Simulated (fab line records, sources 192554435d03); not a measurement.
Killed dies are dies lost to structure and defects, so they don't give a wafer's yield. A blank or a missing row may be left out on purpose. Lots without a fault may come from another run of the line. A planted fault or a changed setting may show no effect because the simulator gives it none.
A struck lot beside a sound one | flow n5_finfet | 37 steps out of a route of 1938
Sound: wafers L712.3, L712.5, L712.6. Struck: wafer L724.6. (L724.2, L724.5 of the same lot were not struck and are left out.) The cause comes at the end.
At each step with rows: each side's tool, then ch and its chambers, then its first start. Under that, the readings that differ: sound wafers | struck wafers | difference of the means | sigmas: that difference in standard deviations of wafers without a fault.
alike: readings whose means differ by less than 2 such deviations, and words and numbers that are the same on both sides. not compared: withheld readings, readings that some wafer has no value for, bounds like >300 that may hide the same value, and numbers for which the record gives no deviation and whose values overlap.
The two part at a step that has a row with sigmas, a row that says differs or no value, or rows on one side only. Numbers that don't overlap but have no deviation are shown without sigmas and don't part them. A reading that every wafer of one side lacks parts them only if that side has two wafers or more.

first, 9 steps without rows for these wafers: N5_BEOL_M14_PRE_CLEAN_42 (time 30 s); N5_BEOL_M14_SPUTTER_43 (material TaN, target thk 15 nm, time 24.19 s); N5_BEOL_M14_SPUTTER_44 (material Ta, target thk 15 nm, time 24.19 s); N5_BEOL_M14_SPUTTER_45 (material Cu, target thk 100 nm, time 16.67 s); N5_BEOL_M14_ECD_47 (material Cu, target thk 1248 nm); N5_BEOL_M14_ANNEAL_48 (time 90 s); N5_BEOL_M14_CMP_49 (polishes, stops on SiO2, t overpolish 5.2 s, target thk 560 nm); N5_BEOL_M14_PRE_CLEAN_52 (time 15 s); N5_BEOL_M14_DEP_53 (deposits SiCN from 3MS/NH3, target thk 50 nm, time 17.8 s).
N5_BEOL_M15_ILD_DEP_00: deposits SiO2 from TEOS/O2, target thk 1629.3 nm, time 346.1 s.
  sound on pecvd-03 ch 0,1, day 13 23:53; struck on pecvd-03 ch 0, day 17 00:09
  alike: heater_power_outer_w, heater_power_w, showerhead_plenum_p_Torr, throttle_valve_pct
  not compared: since_wet_clean_h
then, 8 steps without rows for these wafers: N5_BEOL_M15_COAT_58 (time 60 s, resist thk 89 nm); N5_BEOL_M15_COAT_04 (resist thk 800 nm); N5_BEOL_M15_EBR_06; N5_BEOL_M15_SOFTBAKE_05 (time 60 s); N5_BEOL_M15_EXPOSE_07 (exposes mask V14); N5_BEOL_M15_PEB_08 (peb time 90 s); N5_BEOL_M15_DEVELOP_09 (develop time 45 s); N5_BEOL_M15_HARDBAKE_14 (time 120 s).
N5_BEOL_M15_INSPECT_12: inspects for defects (macro).
  sound on defect_inspect-02, day 14 00:37; struck on defect_inspect-01, day 17 00:53
  reading          | sound | struck | difference | sigmas
  raw_defect_count | 3 2 0 | 53     | +51        | +37
then, 16 steps without rows for these wafers: N5_BEOL_M15_DESCUM_15 (chemistry O2, time 7.9 s); N5_BEOL_M15_ETCH_59 (etches BARC in N2/H2, target depth 89 nm, overetch 26.7 nm, time 67.9 s); N5_BEOL_M15_VIA_ETCH_16 (etches SiO2 in C4F8/O2/Ar, target depth 1792.2 nm); N5_BEOL_M15_STRIP_63 (strips in O2); N5_BEOL_M15_STRIP_64 (strips in O2); N5_BEOL_M15_STRIP_65 (strips in post etch residue remover, time 60 s); N5_BEOL_M15_SRD_66 (time 30 s, dry time 30 s); N5_BEOL_M15_COAT_56 (time 60 s, resist thk 550 nm); N5_BEOL_M15_ETCH_57 (etches SOC in N2/H2, time 750 s); N5_BEOL_M15_COAT_60 (time 60 s, resist thk 89 nm); N5_BEOL_M15_COAT_22 (resist thk 800 nm); N5_BEOL_M15_EBR_24; N5_BEOL_M15_SOFTBAKE_23 (time 60 s); N5_BEOL_M15_EXPOSE_25 (exposes mask M15, target cd 400 nm); N5_BEOL_M15_PEB_26 (peb time 90 s); N5_BEOL_M15_DEVELOP_27 (develop time 45 s).
N5_BEOL_M15_INSPECT_30: inspects for defects (macro).
  sound on defect_inspect-02, day 14 02:18; struck on defect_inspect-01, day 17 02:31
  reading          | sound | struck | difference | sigmas
  raw_defect_count | 4 3 1 | 51     | +48        | +35
N5_PASSIVATION_PROBE_49:
  the record has rows for the struck wafers here (prober-01, day 18 04:11) and none for the sound ones

WHERE THEY PART
First at N5_BEOL_M15_INSPECT_12; last, within this record, at N5_PASSIVATION_PROBE_49.

WHY: what the simulator had put in
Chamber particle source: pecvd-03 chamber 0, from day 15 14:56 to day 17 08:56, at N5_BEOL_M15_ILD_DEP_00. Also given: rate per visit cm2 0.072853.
